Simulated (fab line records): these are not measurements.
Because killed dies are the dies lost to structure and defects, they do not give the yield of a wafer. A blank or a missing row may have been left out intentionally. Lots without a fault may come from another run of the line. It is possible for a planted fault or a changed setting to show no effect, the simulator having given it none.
Check of tool commonality + flow n5 finfet + Lots sampled 10, wafers sampled 30

== REASON IT WAS OPENED ==
2 of 10 lots carry a flag on the reading RS_SD_N at N5_SD_ACTIVATION_RS_MEAS_03. Wafers without a fault read 21.8 ohm/sq, standard deviation 0.33.
Rule: a lot gets a flag if all its wafers with a number sit over 4 standard deviations from that mean, or if no wafer of it has a number. The rest of the lots are taken to be sound.

| lot  | measured    | on            | RS_SD_N (ohm/sq), wafer by wafer | flag    |
|------|-------------|---------------|----------------------------------|---------|
| L648 | day 4 00:32 | film metro-01 | 21.7 21.2 21.9                   |         |
| L651 | day 4 14:49 | film metro-01 | 21.8 21.8 22.2                   |         |
| L652 | day 4 18:12 | film metro-02 | 22.3 22.0 22.2                   |         |
| L653 | day 5 03:38 | film metro-01 | 22.3 22.1 22.6                   |         |
| L654 | day 5 07:51 | film metro-02 | 21.5 21.7 21.9                   |         |
| L660 | day 6 22:53 | film metro-02 | 25.5 25.5 25.6                   | FLAGGED |
| L662 | day 7 04:38 | film metro-01 | 21.4 21.5 21.5                   |         |
| L664 | day 7 16:28 | film metro-01 | 26.0 25.4 25.5                   | FLAGGED |
| L667 | day 8 13:51 | film metro-01 | 21.7 22.1 21.5                   |         |
| L670 | day 9 13:42 | film metro-01 | 21.3 21.7 21.6                   |         |
The mean of the flagged lots' numbers is 25.6 ohm/sq, +3.8 ohm/sq from the usual (+11 standard deviations).

== LOT BY LOT: THE TOOL USED ==
Before the reading, the record contains 2 process steps out of a 1938-step route. Every cell lists first the tool, next ch and the chambers used by the sampled wafers, and last the start.
| lot  | flag    | N5_SD_ACTIVATION_RTA_00         | N5_SD_ACTIVATION_LSA_01           |
|------|---------|---------------------------------|-----------------------------------|
| L648 |         | rtp anneal-02 ch 0, day 4 00:08 | laser anneal-01 ch 0, day 4 00:20 |
| L651 |         | rtp anneal-02 ch 0, day 4 14:25 | laser anneal-02 ch 0, day 4 14:37 |
| L652 |         | rtp anneal-02 ch 0, day 4 17:49 | laser anneal-01 ch 0, day 4 18:01 |
| L653 |         | rtp anneal-02 ch 0, day 5 03:14 | laser anneal-02 ch 0, day 5 03:26 |
| L654 |         | rtp anneal-02 ch 0, day 5 07:27 | laser anneal-01 ch 0, day 5 07:39 |
| L660 | FLAGGED | rtp anneal-01 ch 0, day 6 22:29 | laser anneal-01 ch 0, day 6 22:41 |
| L662 |         | rtp anneal-01 ch 0, day 7 04:13 | laser anneal-02 ch 0, day 7 04:25 |
| L664 | FLAGGED | rtp anneal-01 ch 0, day 7 16:05 | laser anneal-01 ch 0, day 7 16:17 |
| L667 |         | rtp anneal-02 ch 0, day 8 13:26 | laser anneal-02 ch 0, day 8 13:40 |
| L670 |         | rtp anneal-01 ch 0, day 9 13:19 | laser anneal-02 ch 0, day 9 13:31 |
What the steps here do:
- N5_SD_ACTIVATION_RTA_00: time 0 s.
- N5_SD_ACTIVATION_LSA_01: time 0.0008 s.
- N5_SD_ACTIVATION_RS_MEAS_03: measures by four-point-probe.

== FLAGGED AGAINST TOTAL, ONE TOOL AT A TIME (gauges that did the reading follow at the end) ==
| step                        | tool            | lots run | flagged | share of the flagged lots | sound lots run after its first flagged lot |
|-----------------------------|-----------------|----------|---------|---------------------------|--------------------------------------------|
| N5_SD_ACTIVATION_RTA_00     | rtp anneal-01   | 4        | 2       | all                       | 2 (L662,L670)                              |
| N5_SD_ACTIVATION_RTA_00     | rtp anneal-02   | 6        | 0       | none                      | -                                          |
| N5_SD_ACTIVATION_LSA_01     | laser anneal-01 | 5        | 2       | all                       | 0                                          |
| N5_SD_ACTIVATION_LSA_01     | laser anneal-02 | 5        | 0       | none                      | -                                          |
| N5_SD_ACTIVATION_RS_MEAS_03 | film metro-01   | 7        | 1       | some                      | 2 (L667,L670)                              |
| N5_SD_ACTIVATION_RS_MEAS_03 | film metro-02   | 3        | 1       | some                      | 0                                          |

== THE TABLE: WHAT IT ALLOWS ==
Rows of the table that ran all the flagged lots, 2 in number: rtp anneal-01 at N5_SD_ACTIVATION_RTA_00; laser anneal-01 at N5_SD_ACTIVATION_LSA_01.
- rtp anneal-01 at N5_SD_ACTIVATION_RTA_00 ran 4 lots, 2 of them flagged. After the first flagged lot (L662, L670), sound lots still ran on it; a lasting fault on the whole tool would not permit that.
- laser anneal-01 at N5_SD_ACTIVATION_LSA_01 ran 5 lots, 2 of them flagged. It ran its last sound lot, L654, at day 5 07:39 and its first flagged lot, L660, at day 6 22:41: a fault with its onset between the two fits. Its own readings (wafer_temp_C_max) fall more than 4 standard deviations out on all wafers of the flagged lots.
laser anneal-01 at N5_SD_ACTIVATION_LSA_01 is the single tool remaining.

== WHAT THE SIMULATOR PUT IN ==
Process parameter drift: laser anneal-01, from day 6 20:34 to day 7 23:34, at N5_SD_ACTIVATION_LSA_01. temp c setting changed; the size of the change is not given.
Struck lots among those shown: L660, L664. This agrees with what the rule above found.
